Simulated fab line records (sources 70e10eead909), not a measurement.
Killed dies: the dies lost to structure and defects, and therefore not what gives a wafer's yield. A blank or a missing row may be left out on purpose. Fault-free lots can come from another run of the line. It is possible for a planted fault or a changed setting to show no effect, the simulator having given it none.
fab line records | flow nandHarc
[record] lots = 10 wafers = 30 lastDay = 24
route steps=1159 shown P_GATE@215 P_CONTACT@229 END@1159
lots with no fault: from the same line, run without faults
startH: the number of hours between the record's first day and the start of the first shown wafer of the lot | waitH: time in hours since the lot's previous step | " identical to the entry in the row above | L1.1+2: several wafers, shown together as one row | - no value, or no start was given | * or withheld: withheld | < > ~ a bound
route shown NAME@n: names a module that has steps shown in the file, with the first one's number in the route | usual: mean/standard deviation of fault-free wafers | same: alike in all rows | chamber/n: place in a boat | sites: the reading at each site | _std_site: their standard deviation | _edge_site: inner sites' mean taken away from outer sites' mean | radiusMm: how far each site lies from the wafer's centre | mask NAME#n: copy n | behind: tool/chamber where the wafer was last shaped | hold: what put the lot on hold/how long, in hours/how the hold closed | device: which transistor (n, p or np) failed to switch | end of line: the same wafers' tests at the end of the route | a step without rows: its recipe alone | killed: dies that structure and defects cost at the first sort, which is not the same as the wafer's yield | map: per-die view of a wafer (x killed, . not killed, _ where there is no die)
set.NAME: the run value of the setting; set.NAME@STEP: its run value at that earlier step | model.NAME: the simulator's own value behind a step, which no gauge read
route steps across a sampled set of lots; one table per step, one row per wafer
services: when a tool's chamber went out of use (startH, in hours from the record's first day, below 0 if earlier), for how many hours, and the reason
[[steps]]
[step NHARC_P_GATE_RTA_82]
[recipe] tempC = 450 timeS = 30
[usual] lampPowerPct = 4.48/0.24 wafer_temp_C_max = 451.6/0.49
// columns lot.wafer tool chamber startH waitH lampPowerPct wafer_temp_C_max
L217.1 rtpAnneal-02 0 104.45 - 4.23 451.6
L217.4 " 0 " " 4.22 451.2
L217.5 " 0 " " 4.22 451.4
L219.3 rtpAnneal-01 0 122.94 - 4.70 452.4
L219.4 " 0 " " 4.70 452.0
L219.5 " 0 " " 4.69 452.2
L229.2 rtpAnneal-02 0 184.74 - 4.22 451.5
L229.4 " 0 " " 4.22 451.0
L229.5 " 0 " " 4.23 450.9
L228.1 rtpAnneal-02 0 190.56 - 4.23 451.4
L228.3 " 0 " " 4.23 451.1
L228.5 " 0 " " 4.23 451.2
L233.1 rtpAnneal-02 0 204.61 - 4.22 451.4
L233.2 " 0 " " 4.22 451.1
L233.3 " 0 " " 4.23 452.1
L234.3 rtpAnneal-02 0 209.23 - 4.22 451.6
L234.5 " 0 " " 4.23 451.6
L234.6 " 0 " " 4.22 451.8
L237.1 rtpAnneal-01 0 224.57 - 4.70 451.7
L237.2 " 0 " " 4.69 452.0
L237.5 " 0 " " 4.69 452.2
L239.1 rtpAnneal-01 0 232.51 - 4.70 451.5
L239.3 " 0 " " 4.70 451.4
L239.5 " 0 " " 4.70 451.5
L238.2 rtpAnneal-01 0 233.14 - 4.69 451.9
L238.4 " 0 " " 4.70 451.9
L238.6 " 0 " " 4.70 452.0
L240.1 rtpAnneal-02 0 250.80 - 4.22 452.2
L240.2 " 0 " " 4.22 451.4
L240.3 " 0 " " 4.22 451.3
[step NHARC_P_CONTACT_EXPOSE_09]
[recipe] na = 1.35 targetCdNm = 90 doseMj = 81.26 maskId = P_CA
// columns lot.wafer tool chamber startH waitH mask
L217.1+4+5 arfiScanner-02 0 106.11 - P_CA#0
L219.3+4+5 arfiScanner-02 0 124.59 - P_CA#0
L229.2+4+5 arfiScanner-02 0 186.26 - P_CA#0
L228.1+3+5 arfiScanner-02 0 192.23 - P_CA#0
L233.1+2+3 arfiScanner-01 0 206.34 - P_CA#0
L234.3+5+6 arfiScanner-01 0 210.74 - P_CA#0
L237.1+2+5 arfiScanner-01 0 226.26 - P_CA#0
L239.1+3+5 arfiScanner-01 0 234.09 - P_CA#0
L238.2+4+6 arfiScanner-03 0 234.79 - P_CA#0
L240.1+2+3 arfiScanner-01 0 252.81 - P_CA#0
[step NHARC_P_CONTACT_CD_MEAS_12]
[recipe] targetCdNm = 90 landingEnergyEv = 500
[usual] cdNm = 90.5/0.96
// columns lot.wafer tool chamber startH waitH cdNm
L217.1 cdSem-02 0 106.26 - 91.6
L217.4 " 0 " " 91.1
L217.5 " 0 " " 91.1
L219.3 cdSem-02 0 124.74 - 90.8
L219.4 " 0 " " 92.5
L219.5 " 0 " " 91.8
L229.2 cdSem-03 0 186.41 - 91.1
L229.4 " 0 " " 90.5
L229.5 " 0 " " 84.6
L228.1 cdSem-03 0 192.37 - 89.5
L228.3 " 0 " " 89.5
L228.5 " 0 " " 83.7
L233.1 cdSem-01 0 206.48 - 89.9
L233.2 " 0 " " 90.0
L233.3 " 0 " " 89.3
L234.3 cdSem-03 0 210.88 - 91.4
L234.5 " 0 " " 90.2
L234.6 " 0 " " 90.9
L237.1 cdSem-03 0 226.40 - 89.6
L237.2 " 0 " " 89.7
L237.5 " 0 " " 89.5
L239.1 cdSem-02 0 234.23 - 91.1
L239.3 " 0 " " 92.4
L239.5 " 0 " " 92.2
L238.2 cdSem-03 0 234.92 - 90.3
L238.4 " 0 " " 89.6
L238.6 " 0 " " 89.9
L240.1 cdSem-02 0 252.95 - 89.8
L240.2 " 0 " " 90.6
L240.3 " 0 " " 90.6
[step NHARC_P_CONTACT_DESCUM_17]
[recipe] timeS = 3 o2FlowSccm = 200 arFlowSccm = 0 biasPowerW = 0 chemistry = O2
[usual] drypumpMotorCurrentA = 5.8/0.4 oesProductAu = 0.995/0.0095 rfVppV = 57.6/0.92 showerheadPlenumPTorr = 1.87/0.082 throttleValvePct = 11.311/0.0092
// columns lot.wafer tool chamber startH waitH drypumpMotorCurrentA oesProductAu rfHoursCounterH rfVppV showerheadPlenumPTorr throttleValvePct
L217.1 rieDiel-01 3 106.48 0.1 6.2 1.005 13 56.9 1.95 11.306
L217.4 " 0 " " 5.6 1.002 14 57.6 1.87 11.287
L217.5 " 1 " " 5.4 1.002 - 56.6 1.83 11.312
L219.3 rieDiel-08 3 124.94 0.1 6.4 0.991 62 57.8 1.89 11.320
L219.4 " 0 " " 5.7 0.995 54 56.5 1.91 11.305
L219.5 " 1 " " 6.5 1.007 - 56.0 1.83 11.304
L229.4 rieDiel-01 0 186.60 0.1 5.6 0.991 5 58.3 1.87 11.316
L229.2 " 1 " " 5.4 1.001 4 57.8 1.83 11.304
L229.5 " 0 " " 5.6 0.980 - 57.5 1.87 11.302
L228.1 rieDiel-01 1 192.56 0.1 5.3 1.001 5 58.1 1.83 11.311
L228.3 " 2 " " 5.6 0.994 5 56.0 1.80 11.310
L228.5 " 1 " " 5.3 0.995 - 58.2 1.83 11.317
L233.3 rieDiel-01 3 206.68 0.1 6.2 0.967 7 57.4 1.95 11.318
L233.2 " 0 " " 5.6 0.985 8 57.9 1.87 11.328
L233.1 " 2 " " 5.6 0.997 7 59.7 1.80 11.330
L234.3 rieDiel-01 3 211.07 0.1 6.3 0.978 8 56.6 1.95 11.309
L234.6 " 2 " " 5.6 0.991 - 58.8 1.80 11.313
L234.5 " 3 " " 6.3 0.983 - 58.5 1.95 11.316
L237.1 rieDiel-01 3 226.59 0.1 6.2 0.991 10 58.7 1.95 11.304
L237.2 " 1 " " 5.3 1.006 9 57.7 1.83 11.306
L237.5 " 3 " " 6.2 0.993 - 57.9 1.95 11.307
L239.1 rieDiel-08 1 234.44 0.1 6.4 0.994 42 56.6 1.82 11.337
L239.3 " 2 " " 6.3 0.971 41 56.8 1.89 11.316
L239.5 " 0 " " 5.7 0.988 - 57.6 1.90 11.310
L238.4 rieDiel-01 3 235.12 0.1 6.2 0.991 11 57.8 1.95 11.313
L238.2 " 1 " " 5.3 1.000 10 58.3 1.82 11.324
L238.6 " 2 " " 5.6 1.003 - 57.8 1.80 11.316
L240.1 rieDiel-11 1 253.14 0.1 6.0 0.994 5 57.8 1.78 11.323
L240.2 " 2 " " 5.3 0.994 4 58.5 2.04 11.302
L240.3 " 3 " " 5.0 1.000 5 59.2 2.05 11.308
[step NHARC_P_CONTACT_CD_MEAS_19]
[usual] cdNm = 91.0/1.6
// columns lot.wafer tool chamber startH waitH cdNm
L217.1 cdSem-03 - 107.36 - 94.0
L217.4 " - " " 89.3
L217.5 " - " " 91.3
L219.3 cdSem-01 - 125.80 - 92.2
L219.4 " - " " 90.6
L219.5 " - " " 92.9
L229.2 cdSem-03 - 187.53 - 90.6
L229.4 " - " " 89.5
L229.5 " - " " 85.1
L228.1 cdSem-03 - 193.45 - 89.4
L228.3 " - " " 90.0
L228.5 " - " " 84.6
L233.1 cdSem-03 - 208.06 - 91.4
L233.2 " - " " 90.8
L233.3 " - " " 89.6
L234.3 cdSem-01 - 212.09 - 93.8
L234.5 " - " " 90.7
L234.6 " - " " 92.2
L237.1 cdSem-03 - 227.46 - 91.6
L237.2 " - " " 87.4
L237.5 " - " " 89.9
L239.1 cdSem-03 - 235.29 - 92.0
L239.3 " - " " 92.3
L239.5 " - " " 92.7
L238.2 cdSem-01 - 235.98 - 92.3
L238.4 " - " " 90.8
L238.6 " - " " 92.3
L240.1 cdSem-01 - 254.00 - 88.2
L240.2 " - " " 95.4
L240.3 " - " " 90.2
[step NHARC_P_CONTACT_ALD_22]
[recipe] targetThkA = 30 pulseTimeS = 1 aldCycles = 150 tempC = 450 material = TiN
[usual] heaterPowerW = 1046/76 precursorPulseHeightRel = 1.001/0.02
[same] aldCycles = 150 pulseTimeS = 1
// columns lot.wafer tool chamber startH waitH heaterPowerW precursorPulseHeightRel
L217.1 aldMetal-04 0 108.35 - 1050 0.995
L217.4 " 1 " " 993 1.002
L217.5 " 1 " " 1015 0.982
L219.4 aldMetal-04 0 126.75 - 1032 0.957
L219.3 " 2 " " 928 1.014
L219.5 " 0 " " 1021 1.005
L229.2 aldMetal-01 2 188.50 - 1245 1.020
L229.4 " 0 " " 1066 0.984
L229.5 " 1 " " 1078 1.022
L228.3 aldMetal-04 1 194.42 - 1026 0.993
L228.1 " 2 " " 930 1.022
L228.5 " 2 " " 951 1.009
L233.2 aldMetal-01 1 209.08 - 1063 1.055
L233.3 " 2 " " 1219 1.025
L233.1 " 3 " " 1037 1.013
L234.3 aldMetal-04 2 213.05 - 941 1.004
L234.6 " 1 " " 988 1.010
L234.5 " 2 " " 936 1.005
L237.1 aldMetal-02 2 228.43 - 1137 0.983
L237.2 " 0 " " 957 1.010
L237.5 " 2 " " 1133 1.000
L239.1 aldMetal-01 2 236.29 - 1244 0.974
L239.3 " 3 " " 1073 0.994
L239.5 " 1 " " 1041 0.994
L238.2 aldMetal-02 1 236.97 - 1029 0.963
L238.4 " 2 " " 1132 0.998
L238.6 " 0 " " 1000 0.988
L240.2 aldMetal-04 0 254.98 - 1068 0.957
L240.1 " 2 " " 940 1.000
L240.3 " 3 " " 1093 0.995
[step NHARC_END_SORT_01]
[recipe] tempC = 25
[usual] killedAtArray = 29/9.4 killedAtOther = 0.7/1.3 killedAtPeriphery = 2.9/2.1 killedDies = 32/9 killedOpen = 3.3/1.8 killedShort = 1.9/1.4
[same] grossDies = 677
// columns lot.wafer tool chamber startH waitH killedAtArray killedAtOther killedAtPeriphery killedDies killedOpen killedShort
L229.2 prober-02 0 512.63 2.8 43 0 4 47 5 5
L229.4 prober-02 0 514.21 3.4 48 0 3 51 3 3
L229.5 prober-02 0 515.00 3.7 41 0 4 45 4 0
L228.1 prober-02 0 519.52 2.4 40 0 1 41 4 2
L228.5 prober-02 0 522.72 3.7 40 0 0 40 5 1
// killed by level:class
L229.2 A_SLIT:chamberFilmFlake=18 A_CHANNEL_HOLE_D1:chamberFilmFlake=10 A_STAIRCASE:chamberFilmFlake=7 A_WL_FILL:geometricParticle:short=2 P_GATE:geometricParticle:short=1 P_CONTACT:geometricParticle:open=1 P_M0:geometricParticle:open=1 P_M1:geometricParticle:open=1
L229.4 A_CHANNEL_HOLE_D1:chamberFilmFlake=18 A_SLIT:chamberFilmFlake=17 A_STAIRCASE:chamberFilmFlake=4 A_CONTACT:chamberFilmFlake=4 P_STI:geometricParticle:short=1 P_M1:geometricParticle:open=1 A_ONON_D1:geometricParticle:short=1 A_ONON_D1:geometricParticle:open=1
L229.5 A_CHANNEL_HOLE_D1:chamberFilmFlake=12 A_STAIRCASE:chamberFilmFlake=12 A_SLIT:chamberFilmFlake=11 A_CONTACT:chamberFilmFlake=5 P_CONTACT:geometricParticle:open=2 P_M0:geometricParticle:open=1 A_SGD_CUT:geometricParticle:open=1 P_STI:chamberFilmFlake=1
L228.1 A_CHANNEL_HOLE_D1:chamberFilmFlake=15 A_SLIT:chamberFilmFlake=15 A_CHANNEL_FILL_D1:chamberFilmFlake=3 A_CHANNEL_FILL_D1:geometricParticle:open=2 A_WL_FILL:chamberFilmFlake=2 P_GATE:geometricParticle:open=1 A_CHANNEL_FILL_D1:geometricParticle:short=1 A_SGD_CUT:geometricParticle:open=1
L228.5 A_CHANNEL_HOLE_D1:chamberFilmFlake=14 A_SLIT:chamberFilmFlake=12 A_CONTACT:chamberFilmFlake=3 A_CHANNEL_FILL_D1:geometricParticle:open=2 A_CHANNEL_FILL_D1:chamberFilmFlake=2 A_STAIRCASE:chamberFilmFlake=2 A_ONON_D1:geometricParticle:open=1 A_CHANNEL_HOLE_D1:geometricParticle:open=1
[[services]]
// columns tool chamber startH hours kind
arfiScanner-02 - 84.00 4.0 pm
rieDiel-01 - 86.79 0.2 repair
aldMetal-01 2 87.54 23.6 repair
aldMetal-02 - 90.20 1.0 repair
aldMetal-01 - 102.00 10.0 pm
rieDiel-01 2 107.03 8.3 repair
rieDiel-08 0 107.63 5.6 repair
aldMetal-02 1 107.88 3.1 repair
rieDiel-01 3 112.45 4.6 repair
rieDiel-01 1 114.51 2.2 repair
aldMetal-01 - 124.10 0.5 repair
rieDiel-08 - 125.85 9.0 pm
aldMetal-04 0 135.03 15.9 repair
rieDiel-01 - 137.80 9.0 pm
arfiScanner-03 - 140.00 4.0 pm
arfiScanner-01 - 140.77 4.0 pm
arfiScanner-01 - 146.19 5.9 repair
arfiScanner-01 - 155.75 1.9 repair
rieDiel-01 - 183.09 0.4 repair
aldMetal-02 - 186.00 10.0 pm
rieDiel-01 1 205.92 7.1 repair
aldMetal-04 - 207.98 1.7 repair
aldMetal-04 - 228.00 10.0 pm
rieDiel-08 1 243.07 5.1 repair
[[key]]
[firstSign] step = NHARC_P_CONTACT_CD_MEAS_12 reading = cdNm direction = down sigmas = 6.7 usual = 90.5 struck = 84.1
[effect] step = NHARC_P_CONTACT_CD_MEAS_19 reading = cdNm direction = down sigmas = 4 usual = 91.0 struck = 84.8
metAt NHARC_P_CONTACT_EXPOSE_09
struckLots L228,L229
struckWafers L228.5,L229.5
testerLeftOut L228,L229
notActingAt NHARC_P_GATE_RTA_82,NHARC_P_CONTACT_DESCUM_17,NHARC_P_CONTACT_ALD_22
onsetBetween 124.59 186.26
[fault] kind = processParameterDrift tool = arfiScanner-02 chamber = - onsetH = 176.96 steps = NHARC_P_CONTACT_EXPOSE_09 channel = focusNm offset = 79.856 shape = step endH = 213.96 scope = struckWafersOnly
// testerLeftOut: of these lots the tester's yield and bins aren't shown, on N5 and GAA mostly nor the transistor test; their killed dies are dies lost to structure and defects alone, not to doping, threshold or leakage, so they don't give the yield
